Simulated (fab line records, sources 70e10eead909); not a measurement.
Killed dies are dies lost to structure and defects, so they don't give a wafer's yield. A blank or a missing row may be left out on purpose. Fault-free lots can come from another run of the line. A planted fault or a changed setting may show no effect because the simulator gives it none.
A lot that was struck, set against a sound lot    flow nand-harc    14 out of 1302 route steps
Sound: these wafers, L499.1, L499.2, L499.6. Struck: wafers L498.2, L498.4, L498.5. Last of all comes the cause.
For every step that has rows: the tool of each side, followed by ch and its chambers, followed by its first start. Under that, the readings that differ: sound wafers    struck wafers    difference of the means    sigmas: that difference in standard deviations of wafers without a fault.
alike: same words and numbers on both sides, and readings whose means sit less than 2 such deviations apart. not compared: any withheld reading, any reading some wafer has no value for, any bound like >300 that may hide the same value, and any number with overlapping values for which the record gives no deviation.
The two part at a step that has a row with sigmas, a row that says differs or no value, or rows on one side only. Numbers that have no deviation but don't overlap get no sigmas and don't part them. A reading missing from all wafers of one side parts the sides only when that side holds two or more wafers.

NHARC_P_BONDPAD_OVL_MEAS_38:
  sound: overlay-01 at day 15 02:32; struck: overlay-02 at day 14 22:37
reading            sound  struck       difference  sigmas
overlay-y-nm (nm)  7 7 7  -11 -11 -11  -18         -3
  alike: overlay-x-nm
then, 1 step without rows for these wafers: NHARC_P_BONDPAD_HARDBAKE_10 (time 65 s).
NHARC_P_BONDPAD_DESCUM_11: chemistry O2, time 3 s.
  sound on rie-diel-02 ch 0,2, day 15 02:40; struck on rie-diel-12 ch 0,1,2, day 14 22:44
  alike: drypump-motor-current-A, o2-flow-sccm, oes-product-au, rf-vpp-V, showerhead-plenum-p-Torr, throttle-valve-pct
  not compared: rf-hours-counter-h
NHARC_P_BONDPAD_ETCH_37: etches the open film in N2/H2, target depth 60 nm, overetch 18 nm, time 65.91 s.
  sound on rie-diel-02 ch 0,2,3, day 15 02:46; struck on rie-diel-12 ch 1,2,3, day 14 22:50
  alike: drypump-motor-current-A, oes-product-au, rf-vpp-V, showerhead-plenum-p-Torr, throttle-valve-pct
  not compared: rf-hours-counter-h
NHARC_P_BONDPAD_ETCH_12: etches the open film in CHF3/O2, target depth 200 nm, time 100 s.
  sound: rie-diel-02 ch 0,1,3; struck: rie-diel-12 ch 0,1
  alike: drypump-motor-current-A, o2-flow-sccm, oes-product-au, rf-vpp-V, showerhead-plenum-p-Torr, throttle-valve-pct
  not compared: rf-hours-counter-h
NHARC_P_BONDPAD_CD_MEAS_13:
  sound: cd-sem-01 at day 15 02:59; struck: cd-sem-02 at day 14 23:03
  alike: cd-nm
then, 4 steps without rows for these wafers: NHARC_P_BONDPAD_STRIP_15 (strips in O2); NHARC_P_BONDPAD_ETCH_24 (etches the open film in CF4/N2, target depth 30 nm, time 72.99 s); NHARC_P_BONDPAD_STRIP_16 (strips in post etch residue remover, time 600 s); NHARC_P_BONDPAD_DEGAS_25 (time 60 s).
NHARC_P_BONDPAD_PRE_CLEAN_26: time 30 s.
  sound on pvd-sputter-01; struck on pvd-sputter-01
  alike: heater-power-w
NHARC_P_BONDPAD_PVD_17: deposits TaN, target thk 5 nm, time 8.06 s.
  sound on pvd-sputter-01; struck on pvd-sputter-01
  alike: bias-v, cathode-dc-power-W, throttle-valve-pct
NHARC_P_BONDPAD_PVD_27: deposits Cu, target thk 30 nm, time 20.49 s.
  sound: pvd-sputter-01 at day 15 03:50; struck: pvd-sputter-01 at day 14 23:55
  no value came back on the struck wafers for cathode-dc-power-W (W), chamber-pressure-pa (Pa), throttle-valve-pct (%); on the sound wafers cathode-dc-power-W (W) reads 5001.3 5000.9 4999.9
then, 1 step without rows for these wafers: NHARC_P_BONDPAD_ECD_18 (material Cu, target thk 400 nm).

## WHERE THEY PART
At NHARC_P_BONDPAD_OVL_MEAS_38 first; at NHARC_P_BONDPAD_PVD_27 last (within this record only).

WHY: what had been put in by the simulator
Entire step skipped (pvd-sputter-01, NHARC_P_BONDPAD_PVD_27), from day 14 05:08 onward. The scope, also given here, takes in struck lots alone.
